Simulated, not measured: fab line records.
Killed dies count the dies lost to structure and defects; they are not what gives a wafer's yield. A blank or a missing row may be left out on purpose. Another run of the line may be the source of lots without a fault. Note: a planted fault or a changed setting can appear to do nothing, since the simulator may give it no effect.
Matching of chambers || flow n5-finfet || ald-sin-03 running N5_SPACER0_ALD_00: 4 sister chambers
The step deposits SiOCN, target thk 3.5 nm, pulse time 3 s, purge time 2 s. 8 wafers are shown with their chamber, then 11 later ones without.

## EACH WAFER AND ITS CHAMBER
{"wafer": "L077.2", "chamber": 3, "heater-power-w (W)": 771, "heater-power-outer-w (W)": 447}
{"wafer": "L088.2", "chamber": 1, "heater-power-w (W)": 792, "heater-power-outer-w (W)": 490}
{"wafer": "L088.5", "chamber": 2, "heater-power-w (W)": 671, "heater-power-outer-w (W)": 371}
{"wafer": "L088.6", "chamber": 1, "heater-power-w (W)": 788, "heater-power-outer-w (W)": 464}
{"wafer": "L090.2", "chamber": 2, "heater-power-w (W)": 663, "heater-power-outer-w (W)": 367}
{"wafer": "L090.3", "chamber": 0, "heater-power-w (W)": 863, "heater-power-outer-w (W)": 486}
{"wafer": "L090.6", "chamber": 0, "heater-power-w (W)": 871, "heater-power-outer-w (W)": 495}
{"wafer": "L093.1", "chamber": 3, "heater-power-w (W)": 758, "heater-power-outer-w (W)": 455}

## WAFERS MISSING THEIR CHAMBER
{"wafer": "L093.5", "heater-power-w (W)": 882, "heater-power-outer-w (W)": 500}
{"wafer": "L093.6", "heater-power-w (W)": 797, "heater-power-outer-w (W)": 464}
{"wafer": "L095.2", "heater-power-w (W)": 844, "heater-power-outer-w (W)": 509}
{"wafer": "L095.4", "heater-power-w (W)": 659, "heater-power-outer-w (W)": 369}
{"wafer": "L095.5", "heater-power-w (W)": 807, "heater-power-outer-w (W)": 463}
{"wafer": "L096.1", "heater-power-w (W)": 669, "heater-power-outer-w (W)": 371}
{"wafer": "L096.3", "heater-power-w (W)": 856, "heater-power-outer-w (W)": 504}
{"wafer": "L096.6", "heater-power-w (W)": 759, "heater-power-outer-w (W)": 468}
{"wafer": "L097.3", "heater-power-w (W)": 757, "heater-power-outer-w (W)": 452}
{"wafer": "L097.4", "heater-power-w (W)": 786, "heater-power-outer-w (W)": 463}
{"wafer": "L097.6", "heater-power-w (W)": 682, "heater-power-outer-w (W)": 366}

## CHAMBER TAKEN BY EACH
{"wafer": "L093.5", "from the rows above": 0, "in truth": 0}
{"wafer": "L093.6", "from the rows above": 1, "in truth": 1}
{"wafer": "L095.2", "from the rows above": 0, "in truth": 0}
{"wafer": "L095.4", "from the rows above": 2, "in truth": 2}
{"wafer": "L095.5", "from the rows above": 1, "in truth": 1}
{"wafer": "L096.1", "from the rows above": 2, "in truth": 2}
{"wafer": "L096.3", "from the rows above": 0, "in truth": 0}
{"wafer": "L096.6", "from the rows above": 3, "in truth": 3}
{"wafer": "L097.3", "from the rows above": 3, "in truth": 3}
{"wafer": "L097.4", "from the rows above": 1, "in truth": 1}
{"wafer": "L097.6", "from the rows above": 2, "in truth": 2}
Placed correctly: 11 of 11. Can't be placed from these rows: 0. Number placed wrongly: 0.
How it was worked out, from the rows above alone: a wafer's distance from a chamber is the root of the sum, over the readings, of the square of ((its reading less the chamber's mean) divided by the reading's scatter). The wafer belongs to the nearest chamber; if the next one is less than 2 further off, it can't be placed. Each chamber's mean is taken over the wafers shown for it. The scatter: the root of (the sum of the squares of (reading less its chamber's mean) over the shown wafers, divided by (wafers less chambers)).
